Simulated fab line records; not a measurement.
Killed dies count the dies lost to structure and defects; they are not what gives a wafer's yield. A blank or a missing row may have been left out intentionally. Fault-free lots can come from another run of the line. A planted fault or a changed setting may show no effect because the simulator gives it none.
One fault seen from 2 desks ; flow n5_finfet ; only its own numbers are on each desk; what lay behind them is given at the end

DESK OF THE TOOL OWNER: rie_diel-01
The tool's own readings at N5_BEOL_M13_TRENCH_ETCH_34 (etches SiOC in C4F8/O2/Ar, target depth 413.47 nm, time 162.6 s): means of the sampled wafers that have a number, for each lot that ran on this tool. The brackets show how far a lot's mean lies from the usual mean; more than 4 standard deviations puts the lot out of limits, marked OUT.
Columns: A = drypump_motor_current_A at N5_BEOL_M13_TRENCH_ETCH_34, usual 5.8 A; B = oes_product_au at N5_BEOL_M13_TRENCH_ETCH_34, usual 0.80 a.u.; C = rf_vpp_V at N5_BEOL_M13_TRENCH_ETCH_34, usual 666 V; D = showerhead_plenum_p_Torr at N5_BEOL_M13_TRENCH_ETCH_34, usual 3.44 Torr; E = throttle_valve_pct at N5_BEOL_M13_TRENCH_ETCH_34, usual 24.21 %
lot;first seen here;A;B;C;D;E
L764;day 10 15:31;5.9;0.75;667;3.45;24.34
L765;day 10 16:08;6.0;0.75;667;3.45;24.34
L783;day 16 00:09;6.1;0.74;668;3.48;24.26
L782;day 16 15:32;6.0;0.85;668;3.53;23.85
Result from this desk: across the 4 lots, nothing is out of limits.

FROM THE METROLOGY DESK
What the gauges read for every lot (on any tool): the sampled wafers with a number, averaged. The brackets show how far a lot's mean lies from the usual mean; more than 4 standard deviations puts the lot out of limits, marked OUT. Of its 26 readings 7 are shown: the one that was out of limits first, and those that lie furthest out on some lot.
Columns: A = trench_depth_nm at N5_BEOL_M13_OCD_MEAS_35, usual 414 nm; B = M13_THK at N5_BEOL_M13_THK_MEAS_50, usual 426 nm; C = M13_RS at N5_BEOL_M13_RS_MEAS_54, usual 0.0449 ohm/sq; D = SERP_M13 at N5_BEOL_M15_RC_MEAS_101, usual 0.306 ohm/um; E = SERP_M13_max_site at N5_BEOL_M15_RC_MEAS_101, usual 0.310 ohm/um; F = SERP_M7 at N5_BEOL_M15_RC_MEAS_101, usual 13.6 ohm/um; G = SERP_M8 at N5_BEOL_M15_RC_MEAS_101, usual 13.5 ohm/um
lot;first seen here;A;B;C;D;E;F;G
L764;day 10 15:41;414;425;0.0451;0.307;0.310;13.5;14.2
L765;day 10 16:19;407;420;0.0456;0.306;0.309;13.9;14.4
L769;day 11 20:10;414;427;0.0448;0.306;0.308;13.5;13.8
L783;day 16 00:20;358 (-10) OUT;362 (-9.8) OUT;0.0537 (+14) OUT;0.366 (+9.9) OUT;0.372 (+9.8) OUT;13.6;12.2
L782;day 16 15:43;357 (-10) OUT;366 (-9.2) OUT;0.0532 (+13) OUT;0.365 (+9.8) OUT;0.368 (+9.2) OUT;12.9;13.3
L785;day 16 20:58;415;428;0.0447;0.308;0.312;14.9;13.7
L786;day 17 05:23;412;419;0.0451;0.305;0.309;13.4;13.3
This desk finds L782, L783 out of limits, L783 being first, at day 16 00:20 (trench_depth_nm at N5_BEOL_M13_OCD_MEAS_35). L764, L765, L769, L785, L786 stayed within limits.

PUT TOGETHER
At day 16 00:20 the metrology desk could have sounded an alarm, on L782, L783.
Nothing out of limits was seen by the tool owner's desk.
The tool owner's desk has L782, L783 on record, within its limits.
The lots listed all ran N5_BEOL_M13_TRENCH_ETCH_34 on rie_diel-01.

WHAT THE SIMULATOR HAD PUT IN
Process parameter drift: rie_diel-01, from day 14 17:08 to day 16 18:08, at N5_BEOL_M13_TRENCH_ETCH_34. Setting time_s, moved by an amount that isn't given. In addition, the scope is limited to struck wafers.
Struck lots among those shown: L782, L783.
Time in hours between the start of the fault and the first out-of-limits reading at each desk: metrology desk, 31.
